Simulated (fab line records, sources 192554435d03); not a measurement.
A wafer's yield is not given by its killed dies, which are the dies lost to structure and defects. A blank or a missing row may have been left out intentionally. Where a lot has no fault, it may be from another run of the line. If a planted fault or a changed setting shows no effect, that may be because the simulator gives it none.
What tool caused it? / flow n5 finfet / 26 wafers from 9 lots sampled at 6 of the route's 1938 steps

## WHAT THE GAUGES READ, wafer by wafer
N5_BEOL_M0_CUTY_INSPECT_59: inspects for defects (macro).
lot=L201; measured=day 5 16:09; on=defect inspect-01; raw defect count=1 5 0
lot=L202; measured=day 6 02:42; on=defect inspect-01; raw defect count=1 1 0
lot=L203; measured=day 6 07:25; on=defect inspect-01; raw defect count=0 3 0
lot=L209; measured=day 7 15:46; on=defect inspect-02; raw defect count=3 26 2
lot=L211; measured=day 8 08:43; on=defect inspect-01; raw defect count=1 29 1
lot=L217; measured=day 9 20:20; on=defect inspect-01; raw defect count=0 3 0
lot=L219; measured=day 10 06:46; on=defect inspect-02; raw defect count=2 2 2
lot=L221; measured=day 10 19:07; on=defect inspect-02; raw defect count=4 2 2
lot=L223; measured=day 11 03:22; on=defect inspect-02; raw defect count=2 2

N5_BEOL_M4_RC_MEAS_101.
lot=L201; measured=day 8 02:03; on=prober-01; DIBL_N (mV/V)=38.1 35.5 38.4; DIBL_P (mV/V)=37.9 34.4 37.7; IOFF_N (nA/um)=0.19 0.13 0.19; IOFF_P (nA/um)=0.25 0.20 0.25; ION_N (uA/um)=676 668 679; ION_P (uA/um)=471 460 465; SS_N (mV/dec)=71.6 71.4 72.1; SS_P (mV/dec)=73.4 72.3 73.3; VT_N (mV)=248 254 250; VT_P (mV)=-247 -250 -248
lot=L202; measured=day 8 02:15; on=prober-02; DIBL_N (mV/V)=39.1 36.4 38.4; DIBL_P (mV/V)=38.0 34.9 36.1; IOFF_N (nA/um)=0.19 0.14 0.16; IOFF_P (nA/um)=0.24 0.20 0.22; ION_N (uA/um)=673 675 668; ION_P (uA/um)=463 468 461; SS_N (mV/dec)=72.1 71.3 72.4; SS_P (mV/dec)=74.4 73.4 73.8; VT_N (mV)=250 251 248; VT_P (mV)=-250 -251 -249
lot=L203; measured=day 8 23:04; on=prober-02; DIBL_N (mV/V)=33.6 35.1 34.7; DIBL_P (mV/V)=34.6 36.4 36.5; IOFF_N (nA/um)=0.13 0.16 0.15; IOFF_P (nA/um)=0.19 0.22 0.22; ION_N (uA/um)=662 683 676; ION_P (uA/um)=461 468 475; SS_N (mV/dec)=71.1 71.5 71.6; SS_P (mV/dec)=73.4 74.3 73.2; VT_N (mV)=254 251 252; VT_P (mV)=-249 -245 -249
lot=L209; measured=day 9 20:41; on=prober-01; DIBL_N (mV/V)=35.0 37.0 37.2; DIBL_P (mV/V)=34.4 37.8 37.1; IOFF_N (nA/um)=0.14 0.20 0.19; IOFF_P (nA/um)=0.19 0.26 0.23; ION_N (uA/um)=672 694 679; ION_P (uA/um)=466 481 466; SS_N (mV/dec)=71.7 71.6 72.2; SS_P (mV/dec)=72.6 73.7 73.2; VT_N (mV)=250 244 244; VT_P (mV)=-251 -244 -249
lot=L211; measured=day 10 10:13; on=prober-01; DIBL_N (mV/V)=36.6 34.3 34.6; DIBL_P (mV/V)=38.5 37.1 35.9; IOFF_N (nA/um)=0.17 0.14 0.14; IOFF_P (nA/um)=0.20 0.18 0.17; ION_N (uA/um)=685 676 675; ION_P (uA/um)=461 461 456; SS_N (mV/dec)=71.6 70.7 71.0; SS_P (mV/dec)=74.0 73.0 72.0; VT_N (mV)=249 254 251; VT_P (mV)=-254 -251 -255
lot=L217; measured=day 11 21:11; on=prober-01; DIBL_N (mV/V)=40.2 37.6 39.0; DIBL_P (mV/V)=42.0 39.5 39.6; IOFF_N (nA/um)=0.26 0.20 0.22; IOFF_P (nA/um)=0.30 0.26 0.25; ION_N (uA/um)=697 687 681; ION_P (uA/um)=471 465 455; SS_N (mV/dec)=73.5 72.0 72.6; SS_P (mV/dec)=74.6 74.1 74.0; VT_N (mV)=244 246 246; VT_P (mV)=-245 -248 -247
lot=L219; measured=day 12 16:45; on=prober-01; DIBL_N (mV/V)=38.3 40.2 40.9; DIBL_P (mV/V)=37.5 38.8 40.6; IOFF_N (nA/um)=0.19 0.24 0.25; IOFF_P (nA/um)=0.26 0.30 0.33; ION_N (uA/um)=698 688 693; ION_P (uA/um)=484 465 476; SS_N (mV/dec)=71.2 72.5 72.6; SS_P (mV/dec)=74.0 74.3 73.9; VT_N (mV)=245 244 244; VT_P (mV)=-244 -245 -244
lot=L221; measured=day 13 04:58; on=prober-01; DIBL_N (mV/V)=37.6 37.4 41.7; DIBL_P (mV/V)=40.2 39.5 43.6; IOFF_N (nA/um)=0.21 0.19 0.32; IOFF_P (nA/um)=0.29 0.26 0.37; ION_N (uA/um)=688 681 699; ION_P (uA/um)=473 464 477; SS_N (mV/dec)=72.1 71.8 73.5; SS_P (mV/dec)=74.6 74.0 75.8; VT_N (mV)=246 247 240; VT_P (mV)=-246 -246 -244
lot=L223; measured=day 13 06:49; on=prober-01; DIBL_N (mV/V)=36.3 32.8; DIBL_P (mV/V)=37.3 33.6; IOFF_N (nA/um)=0.19 0.13; IOFF_P (nA/um)=0.26 0.20; ION_N (uA/um)=689 652; ION_P (uA/um)=471 457; SS_N (mV/dec)=72.2 71.2; SS_P (mV/dec)=73.4 71.7; VT_N (mV)=246 253; VT_P (mV)=-245 -250

## WHICH TOOL RAN EACH LOT (tool, then ch and the chambers of the sampled wafers, then the start)
lot=L201; N5_BEOL_M0_SAQP_SPACER2_ETCHBACK_27=rie diel-06 ch 1,3, day 5 14:10; N5_BEOL_M0_SAQP_ALD_48=ald sin-04 ch 1,3, day 5 15:05; N5_BEOL_M0_CUTY_ETCH_62=rie diel-03 ch 0,1,2, day 5 16:41; N5_BEOL_M0_STRIP_142=rie diel-03 ch 0,3, day 5 18:24
lot=L202; N5_BEOL_M0_SAQP_SPACER2_ETCHBACK_27=rie diel-04 ch 2,3, day 6 00:37; N5_BEOL_M0_SAQP_ALD_48=ald sin-01 ch 0,3, day 6 01:38; N5_BEOL_M0_CUTY_ETCH_62=rie diel-03 ch 1,2,3, day 6 02:46; N5_BEOL_M0_STRIP_142=rie diel-03 ch 0,1,3, day 6 05:13
lot=L203; N5_BEOL_M0_SAQP_SPACER2_ETCHBACK_27=rie diel-02 ch 0,2,3, day 6 05:24; N5_BEOL_M0_SAQP_ALD_48=ald sin-03 ch 0,1,2, day 6 06:19; N5_BEOL_M0_CUTY_ETCH_62=rie diel-05 ch 1,2,3, day 6 07:30; N5_BEOL_M0_STRIP_142=rie diel-05 ch 1,2,3, day 6 09:49
lot=L209; N5_BEOL_M0_SAQP_SPACER2_ETCHBACK_27=rie diel-02 ch 0,2,3, day 7 13:25; N5_BEOL_M0_SAQP_ALD_48=ald sin-03 ch 0,2,3, day 7 14:42; N5_BEOL_M0_CUTY_ETCH_62=rie diel-01 ch 0,1,3, day 7 15:50; N5_BEOL_M0_STRIP_142=rie diel-03 ch 0,1,3, day 7 19:23
lot=L211; N5_BEOL_M0_SAQP_SPACER2_ETCHBACK_27=rie diel-02 ch 0,1,2, day 8 06:37; N5_BEOL_M0_SAQP_ALD_48=ald sin-01 ch 2,3, day 8 07:46; N5_BEOL_M0_CUTY_ETCH_62=rie diel-03 ch 0,3, day 8 09:05; N5_BEOL_M0_STRIP_142=rie diel-01 ch 0,2,3, day 8 12:17
lot=L217; N5_BEOL_M0_SAQP_SPACER2_ETCHBACK_27=rie diel-04 ch 1,3, day 9 18:12; N5_BEOL_M0_SAQP_ALD_48=ald sin-04 ch 0,1,3, day 9 19:23; N5_BEOL_M0_CUTY_ETCH_62=rie diel-05 ch 1,3, day 9 20:24; N5_BEOL_M0_STRIP_142=rie diel-01 ch 0,2,3, day 9 22:37
lot=L219; N5_BEOL_M0_SAQP_SPACER2_ETCHBACK_27=rie diel-04 ch 0,2,3, day 10 04:47; N5_BEOL_M0_SAQP_ALD_48=ald sin-01 ch 2,3, day 10 05:42; N5_BEOL_M0_CUTY_ETCH_62=rie diel-01 ch 1,2, day 10 07:05; N5_BEOL_M0_STRIP_142=rie diel-01 ch 0,2, day 10 08:46
lot=L221; N5_BEOL_M0_SAQP_SPACER2_ETCHBACK_27=rie diel-06 ch 0,1,2, day 10 17:08; N5_BEOL_M0_SAQP_ALD_48=ald sin-01 ch 1,2, day 10 18:03; N5_BEOL_M0_CUTY_ETCH_62=rie diel-05 ch 0,1,2, day 10 19:13; N5_BEOL_M0_STRIP_142=rie diel-05 ch 0,1, day 10 22:43
lot=L223; N5_BEOL_M0_SAQP_SPACER2_ETCHBACK_27=rie diel-06 ch 0,3, day 11 00:50; N5_BEOL_M0_SAQP_ALD_48=ald sin-03 ch 0,1, day 11 02:25; N5_BEOL_M0_CUTY_ETCH_62=rie diel-05 ch 0,1, day 11 03:26; N5_BEOL_M0_STRIP_142=rie diel-05 ch 1,3, day 11 04:47
- N5_BEOL_M0_SAQP_SPACER2_ETCHBACK_27: etches SiO2 in CHF3/O2, target depth 22.5 nm, time 11.25 s.
- N5_BEOL_M0_SAQP_ALD_48: deposits SiO2, target thk 20 nm, pulse time 1 s, co reactant pulse time 1 s.
- N5_BEOL_M0_CUTY_ETCH_62: etches SiARC in CF4, time 58.5 s.
- N5_BEOL_M0_STRIP_142: strips in N2/H2, time 10 s.

## WHAT THE TOOLS THEMSELVES READ (means of the sampled wafers that have a number; where no wafer has one, the mark that the record gives instead)
N5_BEOL_M0_SAQP_SPACER2_ETCHBACK_27.
lot=L201; tool=rie diel-06; drypump motor current A (A)=5.8; oes product au (a.u.)=0.82; rf vpp V (V)=527; showerhead plenum p Torr (Torr)=2.45; throttle valve pct (%)=18.67
lot=L202; tool=rie diel-04; drypump motor current A (A)=5.8; oes product au (a.u.)=0.92; rf vpp V (V)=515; showerhead plenum p Torr (Torr)=2.42; throttle valve pct (%)=18.93
lot=L203; tool=rie diel-02; drypump motor current A (A)=5.8; oes product au (a.u.)=0.82; rf vpp V (V)=522; showerhead plenum p Torr (Torr)=2.48; throttle valve pct (%)=18.92
lot=L209; tool=rie diel-02; drypump motor current A (A)=5.8; oes product au (a.u.)=0.80; rf vpp V (V)=521; showerhead plenum p Torr (Torr)=2.47; throttle valve pct (%)=18.94
lot=L211; tool=rie diel-02; drypump motor current A (A)=5.8; oes product au (a.u.)=0.81; rf vpp V (V)=518; showerhead plenum p Torr (Torr)=2.47; throttle valve pct (%)=18.97
lot=L217; tool=rie diel-04; drypump motor current A (A)=5.8; oes product au (a.u.)=0.83; rf vpp V (V)=518; showerhead plenum p Torr (Torr)=2.43; throttle valve pct (%)=18.96
lot=L219; tool=rie diel-04; drypump motor current A (A)=5.6; oes product au (a.u.)=0.86; rf vpp V (V)=519; showerhead plenum p Torr (Torr)=2.38; throttle valve pct (%)=18.83
lot=L221; tool=rie diel-06; drypump motor current A (A)=5.9; oes product au (a.u.)=0.78; rf vpp V (V)=521; showerhead plenum p Torr (Torr)=2.39; throttle valve pct (%)=18.77
lot=L223; tool=rie diel-06; drypump motor current A (A)=5.6; oes product au (a.u.)=0.72; rf vpp V (V)=526; showerhead plenum p Torr (Torr)=2.38; throttle valve pct (%)=18.91

N5_BEOL_M0_SAQP_ALD_48.
lot=L201; tool=ald sin-04; heater power w (W)=89; precursor pulse height rel=1.013
lot=L202; tool=ald sin-01; heater power w (W)=80; precursor pulse height rel=1.011
lot=L203; tool=ald sin-03; heater power w (W)=80; precursor pulse height rel=1.001
lot=L209; tool=ald sin-03; heater power w (W)=80; precursor pulse height rel=1.004
lot=L211; tool=ald sin-01; heater power w (W)=72; precursor pulse height rel=0.981
lot=L217; tool=ald sin-04; heater power w (W)=90; precursor pulse height rel=1.009
lot=L219; tool=ald sin-01; heater power w (W)=71; precursor pulse height rel=1.003
lot=L221; tool=ald sin-01; heater power w (W)=64; precursor pulse height rel=1.016
lot=L223; tool=ald sin-03; heater power w (W)=78; precursor pulse height rel=1.006

N5_BEOL_M0_CUTY_ETCH_62.
lot=L201; tool=rie diel-03; drypump motor current A (A)=6.0; etch rf on time s (s)=58.1; oes product au (a.u.)=0.73; rf vpp V (V)=183.3; showerhead plenum p Torr (Torr)=2.08; throttle valve pct (%)=15.4
lot=L202; tool=rie diel-03; drypump motor current A (A)=6.1; etch rf on time s (s)=57.3; oes product au (a.u.)=0.78; rf vpp V (V)=183.8; showerhead plenum p Torr (Torr)=2.15; throttle valve pct (%)=15.4
lot=L203; tool=rie diel-05; drypump motor current A (A)=5.8; etch rf on time s (s)=58.8; oes product au (a.u.)=0.63; rf vpp V (V)=185.1; showerhead plenum p Torr (Torr)=2.16; throttle valve pct (%)=15.8
lot=L209; tool=rie diel-01; drypump motor current A (A)=5.2; etch rf on time s (s)=57.1; oes product au (a.u.)=0.74; rf vpp V (V)=183.9; showerhead plenum p Torr (Torr)=2.12; throttle valve pct (%)=15.3
lot=L211; tool=rie diel-03; drypump motor current A (A)=5.5; etch rf on time s (s)=58.8; oes product au (a.u.)=0.62; rf vpp V (V)=183.9; showerhead plenum p Torr (Torr)=2.10; throttle valve pct (%)=15.5
lot=L217; tool=rie diel-05; drypump motor current A (A)=5.6; etch rf on time s (s)=58.2; oes product au (a.u.)=0.62; rf vpp V (V)=183.8; showerhead plenum p Torr (Torr)=2.13; throttle valve pct (%)=15.9
lot=L219; tool=rie diel-01; drypump motor current A (A)=5.7; etch rf on time s (s)=57.3; oes product au (a.u.)=0.65; rf vpp V (V)=184.3; showerhead plenum p Torr (Torr)=2.12; throttle valve pct (%)=15.8
lot=L221; tool=rie diel-05; drypump motor current A (A)=5.7; etch rf on time s (s)=59.8; oes product au (a.u.)=0.62; rf vpp V (V)=183.6; showerhead plenum p Torr (Torr)=2.18; throttle valve pct (%)=15.7
lot=L223; tool=rie diel-05; drypump motor current A (A)=5.5; etch rf on time s (s)=59.1; oes product au (a.u.)=0.64; rf vpp V (V)=185.1; showerhead plenum p Torr (Torr)=2.18; throttle valve pct (%)=15.7

N5_BEOL_M0_STRIP_142.
lot=L201; tool=rie diel-03; drypump motor current A (A)=5.6; h2 flow sccm (sccm)=200.3; oes product au (a.u.)=0.80; rf vpp V (V)=59.3; showerhead plenum p Torr (Torr)=2.59; throttle valve pct (%)=23.8
lot=L202; tool=rie diel-03; drypump motor current A (A)=5.9; h2 flow sccm (sccm)=199.5; oes product au (a.u.)=0.83; rf vpp V (V)=58.4; showerhead plenum p Torr (Torr)=2.52; throttle valve pct (%)=23.6
lot=L203; tool=rie diel-05; drypump motor current A (A)=5.8; h2 flow sccm (sccm)=200.6; oes product au (a.u.)=0.73; rf vpp V (V)=59.4; showerhead plenum p Torr (Torr)=2.56; throttle valve pct (%)=23.8
lot=L209; tool=rie diel-03; drypump motor current A (A)=5.9; h2 flow sccm (sccm)=199.6; oes product au (a.u.)=0.81; rf vpp V (V)=59.5; showerhead plenum p Torr (Torr)=2.52; throttle valve pct (%)=23.6
lot=L211; tool=rie diel-01; drypump motor current A (A)=5.4; h2 flow sccm (sccm)=200.4; oes product au (a.u.)=0.80; rf vpp V (V)=59.5; showerhead plenum p Torr (Torr)=2.49; throttle valve pct (%)=23.7
lot=L217; tool=rie diel-01; drypump motor current A (A)=5.4; h2 flow sccm (sccm)=199.6; oes product au (a.u.)=0.78; rf vpp V (V)=58.9; showerhead plenum p Torr (Torr)=2.48; throttle valve pct (%)=23.7
lot=L219; tool=rie diel-01; drypump motor current A (A)=5.6; h2 flow sccm (sccm)=200.3; oes product au (a.u.)=0.73; rf vpp V (V)=59.4; showerhead plenum p Torr (Torr)=2.50; throttle valve pct (%)=24.0
lot=L221; tool=rie diel-05; drypump motor current A (A)=5.5; h2 flow sccm (sccm)=201.0; oes product au (a.u.)=0.77; rf vpp V (V)=59.2; showerhead plenum p Torr (Torr)=2.61; throttle valve pct (%)=23.4
lot=L223; tool=rie diel-05; drypump motor current A (A)=5.5; h2 flow sccm (sccm)=200.2; oes product au (a.u.)=0.71; rf vpp V (V)=59.5; showerhead plenum p Torr (Torr)=2.50; throttle valve pct (%)=23.9

## THE ANSWER, worked out from the rows above alone
Rule: the usual values come from the lots themselves. Put in order of their means at a reading, lots are off if they are a third of the lots or fewer, leave a main group of 4 or more, and stand apart from it by a gap of 3 or more times the standard deviation of the main group's means; of several such gaps the widest counts. The tables above print the reading to a certain number of digits; a main group whose means all agree to those digits is not used. Also off: a lot with no number at a reading for which 4 or more lots have one. Any other lot the step has rows for is counted as sound. First the gauges in route order, then the tools' own readings, where a lot's mean is used as printed above. At the first step where some lot is off, the reading lying furthest off is the one used; lots without a number count as furthest.
Off at N5_BEOL_M0_CUTY_INSPECT_59 (raw defect count): L209, L211. The main group: mean 1.6, standard deviation 0.68.
If a tool, at a process step before that reading, ran all the lots that are off and no sound lot after the first of them, it fits. The gauges at N5_BEOL_M0_CUTY_INSPECT_59 are tried like those tools. One candidate fits, namely rie diel-02 at N5_BEOL_M0_SAQP_SPACER2_ETCHBACK_27. A fault onset in the window from L203 (day 6 05:24, its last sound lot) to L209 (day 7 13:25, its first lot off) fits.

## WHAT THE SIMULATOR HAD INSERTED
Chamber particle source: rie diel-02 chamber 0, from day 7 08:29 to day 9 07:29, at N5_BEOL_M0_SAQP_SPACER2_ETCHBACK_27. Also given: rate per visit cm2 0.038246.
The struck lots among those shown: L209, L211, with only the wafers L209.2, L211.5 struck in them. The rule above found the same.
